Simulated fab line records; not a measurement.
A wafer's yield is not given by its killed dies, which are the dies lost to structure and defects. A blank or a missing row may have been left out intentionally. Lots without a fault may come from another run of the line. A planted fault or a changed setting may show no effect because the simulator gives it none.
Chamber matching | flow n5_finfet | 3 sister chambers for N5_BEOL_M7_CURE_75 on uv_cure-03
The step cures SiCOH lowk, time 120 s. 22 wafers are shown with their chamber, then 11 later ones without.

WAFERS, EACH WITH ITS CHAMBER
wafer  | chamber | wafer_temp_C_max | lamp_power_pct (%)
L080.2 | 0       | 371.4            | 52.31
L080.4 | 0       | 371.1            | 52.32
L080.5 | 0       | 370.8            | 52.42
L078.2 | 0       | 371.0            | 52.33
L078.4 | 0       | 371.4            | 52.38
L078.5 | 0       | 370.8            | 52.34
L081.3 | 0       | 370.9            | 52.34
L081.5 | 0       | 370.7            | 52.32
L081.6 | 0       | 371.3            | 52.38
L084.1 | 0       | 371.1            | 52.29
L084.4 | 0       | 371.1            | 52.30
L084.5 | 0       | 371.5            | 52.24
L083.2 | 0       | 370.7            | 52.25
L083.3 | 0       | 370.7            | 52.44
L083.6 | 0       | 370.7            | 52.20
L089.1 | 1       | 371.5            | 52.39
L089.2 | 1       | 371.1            | 52.27
L089.4 | 1       | 371.5            | 52.26
L091.3 | 2       | 371.3            | 52.27
L091.4 | 2       | 372.2            | 52.34
L091.5 | 2       | 371.5            | 52.30
L092.1 | 1       | 371.3            | 52.44

SIGNATURES (averages over the wafers above)
reading          | chamber 0 | chamber 1 | chamber 2 | scatter within a chamber
wafer_temp_C_max | 371.013   | 371.350   | 371.667   | 0.299
lamp_power_pct   | 52.3240   | 52.3400   | 52.3033   | 0.0671
Rule: for each reading, subtract the chamber's mean from the wafer's reading, divide by that reading's scatter and square the result; add these up over the readings and take the root, which gives the wafer's distance from the chamber. If the next closest chamber is less than 2 further off than the closest, the wafer can't be placed; otherwise it belongs to the closest. The scatter is the square root of a quotient: the sum, over the shown wafers, of each reading's squared deviation from its chamber's mean, divided by wafers minus chambers.

WAFERS WHOSE CHAMBER IS MISSING
wafer  | wafer_temp_C_max | lamp_power_pct (%)
L092.4 | 371.1            | 52.32
L092.6 | 371.3            | 52.28
L092.2 | 371.3            | 52.30
L092.3 | 371.7            | 52.34
L092.5 | 371.0            | 52.28
L093.2 | 372.0            | 52.26
L093.3 | 371.2            | 52.29
L093.6 | 371.0            | 52.30
L095.1 | 371.0            | 52.23
L095.2 | 371.5            | 52.20
L095.6 | 371.1            | 52.32

WHICH CHAMBER EACH WENT THROUGH
wafer  | from the rows above          | in truth
L092.4 | can't be placed: 0 or 1 or 2 | 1
L092.6 | can't be placed: 1 or 0 or 2 | 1
L092.2 | can't be placed: 1 or 0 or 2 | 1
L092.3 | can't be placed: 2 or 1 or 0 | 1
L092.5 | can't be placed: 0 or 1 or 2 | 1
L093.2 | can't be placed: 2 or 1      | 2
L093.3 | can't be placed: 0 or 1 or 2 | 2
L093.6 | can't be placed: 0 or 1 or 2 | 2
L095.1 | can't be placed: 0 or 1 or 2 | 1
L095.2 | can't be placed: 2 or 1 or 0 | 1
L095.6 | can't be placed: 0 or 1 or 2 | 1
Correctly placed: 0 of 11. Unplaceable from these rows: 11, with the true chamber sitting among the candidates in 11. 0 placed wrongly.
